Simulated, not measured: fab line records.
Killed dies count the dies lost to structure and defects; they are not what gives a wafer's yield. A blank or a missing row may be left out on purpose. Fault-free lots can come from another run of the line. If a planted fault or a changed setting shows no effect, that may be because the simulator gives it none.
Chamber matching ; flow n5 finfet ; N5_MOL_CONTACT_COAG_ETCHBACK_136 on rie diel-01 has 4 sister chambers
The step etches SiO2 in CHF3, target depth 25 nm, time 16.7 s. 4 wafers are shown with their chamber, then 7 later ones without.

== EACH WAFER AND ITS CHAMBER ==
wafer;chamber;throttle valve pct (%)
L079.3;3;19.38
L081.6;1;18.46
L091.2;0;18.66
L091.3;2;18.51

== WAFERS WHOSE CHAMBER IS MISSING ==
wafer;throttle valve pct (%)
L091.4;18.49
L095.2;18.68
L095.3;19.00
L095.6;18.52
L097.1;18.66
L097.3;18.53
L097.6;18.52

== THE CHAMBER EACH PASSED THROUGH ==
wafer;from the rows above;in truth
L091.4;can't be placed: 2 or 1 or 0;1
L095.2;can't be placed: 0 or 2 or 1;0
L095.3;can't be placed: 0 or 3 or 2 or 1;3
L095.6;can't be placed: 2 or 1 or 0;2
L097.1;can't be placed: 0 or 2 or 1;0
L097.3;can't be placed: 2 or 1 or 0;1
L097.6;can't be placed: 2 or 1 or 0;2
0 of 7 placed correctly. Not placeable from these rows: 7 (in 7, the candidates include the true chamber). Wrongly placed: 0.
How it was worked out, from the rows above alone: a wafer's distance from a chamber is the root of the sum, over the readings, of the square of ((its reading less the chamber's mean) divided by the reading's scatter). If the next closest chamber is less than 2 further off than the closest, the wafer can't be placed; otherwise it belongs to the closest. A chamber's mean is the mean of its shown wafers. The scatter: with one shown wafer a chamber, the root of the mean of the squares of how far each hidden wafer lies from its nearest shown one.
